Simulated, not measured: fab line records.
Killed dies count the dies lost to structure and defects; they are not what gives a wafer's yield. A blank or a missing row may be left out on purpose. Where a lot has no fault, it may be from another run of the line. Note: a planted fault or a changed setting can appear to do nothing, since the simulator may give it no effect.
One fault seen from 2 desks | flow nand harc | only its own numbers are on each desk; what lay behind them is given at the end

FOR THE TOOL OWNER'S DESK: pvd sputter-01
The tool's own readings at NHARC_A_BONDPAD_PVD_17 (deposits TaN, target thk 5 nm, time 8.06 s): means of the sampled wafers that have a number, for each lot that ran on this tool. A lot is out of limits, marked OUT, if its mean lies more than 4 standard deviations from the usual mean; the brackets give that distance.
Columns: A = throttle valve pct at NHARC_A_BONDPAD_PVD_17, usual 29.6 %
lot  | first seen here | A
L738 | day 18 13:04    | 30.2
L741 | day 19 08:45    | 29.8
L747 | day 20 19:59    | 30.1
This desk found nothing out of limits on any of the 3 lots.

THE METROLOGY DESK
What the gauges read for every lot (on any tool): the sampled wafers with a number, averaged. A lot is out of limits, marked OUT, if its mean lies more than 4 standard deviations from the usual mean; the brackets give that distance.
Columns: A = cd nm at NHARC_A_BONDPAD_CD_MEAS_09, usual 500.7 nm; B = overlay x nm at NHARC_A_BONDPAD_OVL_MEAS_35, usual 0 nm; C = overlay y nm at NHARC_A_BONDPAD_OVL_MEAS_35, usual 2 nm; D = cd nm at NHARC_A_BONDPAD_CD_MEAS_13, usual 500.6 nm
lot  | first seen here | A     | B   | C  | D
L738 | day 18 11:47    | 500.4 | 18  | -7 | 501.3
L741 | day 19 07:26    | 502.6 | 5   | 4  | 502.2
L747 | day 20 18:39    | 502.2 | 2   | -2 | 501.7
L746 | day 20 19:08    | 501.5 | 5   | 1  | 500.7
L755 | day 23 16:53    | 500.6 | -10 | -5 | 500.7
This desk found nothing out of limits on any of the 5 lots.

ALL TOGETHER
The desk of the tool owner found nothing out of limits.
Metrology desk: nothing out of limits seen.

WHAT THE SIMULATOR HAD PUT IN
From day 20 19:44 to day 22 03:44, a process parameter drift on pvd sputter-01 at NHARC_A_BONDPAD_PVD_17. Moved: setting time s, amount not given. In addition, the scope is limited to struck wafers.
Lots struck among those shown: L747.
